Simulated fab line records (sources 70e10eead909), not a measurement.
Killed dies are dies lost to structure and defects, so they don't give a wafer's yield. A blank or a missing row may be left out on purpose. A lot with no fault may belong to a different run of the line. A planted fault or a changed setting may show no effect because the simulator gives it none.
Matching of chambers / flow nand_harc / NHARC_A_STAIRCASE_ETCHBACK_422 on rie_diel-08: 4 sister chambers
The step etches the open film in CH3F/O2, target depth 40 nm, time 74.286 s. 22 wafers are shown with their chamber, then 11 later ones without.

WAFERS, EACH WITH ITS CHAMBER
wafer=L075.2; chamber=0; showerhead_plenum_p_Torr (Torr)=2.27; rf_vpp_V (V)=242.0; rf_fwd_power_W (W)=496.9
wafer=L075.3; chamber=1; showerhead_plenum_p_Torr (Torr)=2.47; rf_vpp_V (V)=242.4; rf_fwd_power_W (W)=499.8
wafer=L075.4; chamber=2; showerhead_plenum_p_Torr (Torr)=2.38; rf_vpp_V (V)=242.1; rf_fwd_power_W (W)=496.8
wafer=L078.2; chamber=3; showerhead_plenum_p_Torr (Torr)=2.29; rf_vpp_V (V)=240.0; rf_fwd_power_W (W)=492.3
wafer=L078.4; chamber=1; showerhead_plenum_p_Torr (Torr)=2.46; rf_vpp_V (V)=244.7; rf_fwd_power_W (W)=499.7
wafer=L078.6; chamber=3; showerhead_plenum_p_Torr (Torr)=2.29; rf_vpp_V (V)=241.5; rf_fwd_power_W (W)=492.0
wafer=L081.2; chamber=1; showerhead_plenum_p_Torr (Torr)=2.46; rf_vpp_V (V)=245.3; rf_fwd_power_W (W)=496.3
wafer=L081.3; chamber=3; showerhead_plenum_p_Torr (Torr)=2.29; rf_vpp_V (V)=242.3; rf_fwd_power_W (W)=494.7
wafer=L081.6; chamber=0; showerhead_plenum_p_Torr (Torr)=2.27; rf_vpp_V (V)=242.4; rf_fwd_power_W (W)=496.5
wafer=L079.3; chamber=3; showerhead_plenum_p_Torr (Torr)=2.29; rf_vpp_V (V)=241.5; rf_fwd_power_W (W)=495.0
wafer=L079.5; chamber=2; showerhead_plenum_p_Torr (Torr)=2.37; rf_vpp_V (V)=244.0; rf_fwd_power_W (W)=496.5
wafer=L079.6; chamber=1; showerhead_plenum_p_Torr (Torr)=2.46; rf_vpp_V (V)=245.2; rf_fwd_power_W (W)=497.3
wafer=L084.1; chamber=3; showerhead_plenum_p_Torr (Torr)=2.29; rf_vpp_V (V)=241.4; rf_fwd_power_W (W)=492.9
wafer=L084.3; chamber=1; showerhead_plenum_p_Torr (Torr)=2.46; rf_vpp_V (V)=244.1; rf_fwd_power_W (W)=496.6
wafer=L084.5; chamber=1; showerhead_plenum_p_Torr (Torr)=2.45; rf_vpp_V (V)=244.7; rf_fwd_power_W (W)=495.3
wafer=L087.1; chamber=0; showerhead_plenum_p_Torr (Torr)=2.66; rf_vpp_V (V)=245.5; rf_fwd_power_W (W)=492.9
wafer=L087.2; chamber=1; showerhead_plenum_p_Torr (Torr)=2.45; rf_vpp_V (V)=244.0; rf_fwd_power_W (W)=494.1
wafer=L087.6; chamber=0; showerhead_plenum_p_Torr (Torr)=2.66; rf_vpp_V (V)=248.1; rf_fwd_power_W (W)=491.9
wafer=L089.3; chamber=1; showerhead_plenum_p_Torr (Torr)=2.45; rf_vpp_V (V)=244.0; rf_fwd_power_W (W)=497.3
wafer=L089.5; chamber=1; showerhead_plenum_p_Torr (Torr)=2.45; rf_vpp_V (V)=243.7; rf_fwd_power_W (W)=496.9
wafer=L089.6; chamber=2; showerhead_plenum_p_Torr (Torr)=2.36; rf_vpp_V (V)=243.4; rf_fwd_power_W (W)=495.2
wafer=L090.1; chamber=0; showerhead_plenum_p_Torr (Torr)=2.66; rf_vpp_V (V)=247.2; rf_fwd_power_W (W)=494.0

SIGNATURES (means of the wafers above)
reading=showerhead_plenum_p_Torr; chamber 0=2.5040; chamber 1=2.4567; chamber 2=2.3700; chamber 3=2.2900; scatter within a chamber=0.101
reading=rf_vpp_V; chamber 0=245.040; chamber 1=244.233; chamber 2=243.167; chamber 3=241.340; scatter within a chamber=1.52
reading=rf_fwd_power_W; chamber 0=494.440; chamber 1=497.033; chamber 2=496.167; chamber 3=493.380; scatter within a chamber=1.76
Rule: for a wafer and a chamber, the distance is found by dividing, reading by reading, the gap between the wafer's reading and the chamber's mean by the reading's scatter, squaring, summing and taking the root. If the next closest chamber is less than 2 further off than the closest, the wafer can't be placed; otherwise it belongs to the closest. The scatter is the square root of a quotient: the sum, over the shown wafers, of each reading's squared deviation from its chamber's mean, divided by wafers minus chambers.

WAFERS WHOSE CHAMBER IS MISSING
wafer=L090.2; showerhead_plenum_p_Torr (Torr)=2.66; rf_vpp_V (V)=248.3; rf_fwd_power_W (W)=494.1
wafer=L090.4; showerhead_plenum_p_Torr (Torr)=2.36; rf_vpp_V (V)=242.5; rf_fwd_power_W (W)=495.3
wafer=L093.1; showerhead_plenum_p_Torr (Torr)=2.65; rf_vpp_V (V)=246.9; rf_fwd_power_W (W)=492.2
wafer=L093.4; showerhead_plenum_p_Torr (Torr)=2.44; rf_vpp_V (V)=244.7; rf_fwd_power_W (W)=493.9
wafer=L093.5; showerhead_plenum_p_Torr (Torr)=2.44; rf_vpp_V (V)=245.1; rf_fwd_power_W (W)=495.2
wafer=L096.1; showerhead_plenum_p_Torr (Torr)=2.44; rf_vpp_V (V)=243.2; rf_fwd_power_W (W)=494.1
wafer=L096.4; showerhead_plenum_p_Torr (Torr)=2.35; rf_vpp_V (V)=243.3; rf_fwd_power_W (W)=494.3
wafer=L096.6; showerhead_plenum_p_Torr (Torr)=2.44; rf_vpp_V (V)=243.7; rf_fwd_power_W (W)=497.1
wafer=L097.1; showerhead_plenum_p_Torr (Torr)=2.65; rf_vpp_V (V)=248.5; rf_fwd_power_W (W)=495.5
wafer=L097.3; showerhead_plenum_p_Torr (Torr)=2.65; rf_vpp_V (V)=246.5; rf_fwd_power_W (W)=494.7
wafer=L097.4; showerhead_plenum_p_Torr (Torr)=2.44; rf_vpp_V (V)=244.7; rf_fwd_power_W (W)=497.9

EACH ONE'S CHAMBER
wafer=L090.2; from the rows above=can't be placed: 0 or 1 or 2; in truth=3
wafer=L090.4; from the rows above=can't be placed: 2 or 3 or 1 or 0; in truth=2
wafer=L093.1; from the rows above=can't be placed: 0 or 1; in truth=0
wafer=L093.4; from the rows above=can't be placed: 0 or 2 or 1 or 3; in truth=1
wafer=L093.5; from the rows above=can't be placed: 0 or 1 or 2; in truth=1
wafer=L096.1; from the rows above=can't be placed: 2 or 0 or 1 or 3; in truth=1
wafer=L096.4; from the rows above=can't be placed: 2 or 3 or 0 or 1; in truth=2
wafer=L096.6; from the rows above=can't be placed: 1 or 2 or 0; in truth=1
wafer=L097.1; from the rows above=can't be placed: 0 or 1 or 2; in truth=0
wafer=L097.3; from the rows above=can't be placed: 0 or 1 or 2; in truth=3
wafer=L097.4; from the rows above=can't be placed: 1 or 2 or 0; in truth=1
0 of 11 placed correctly. Cannot be placed on the basis of these rows: 11; the candidates contain the true chamber in 9. Number placed wrongly: 0.
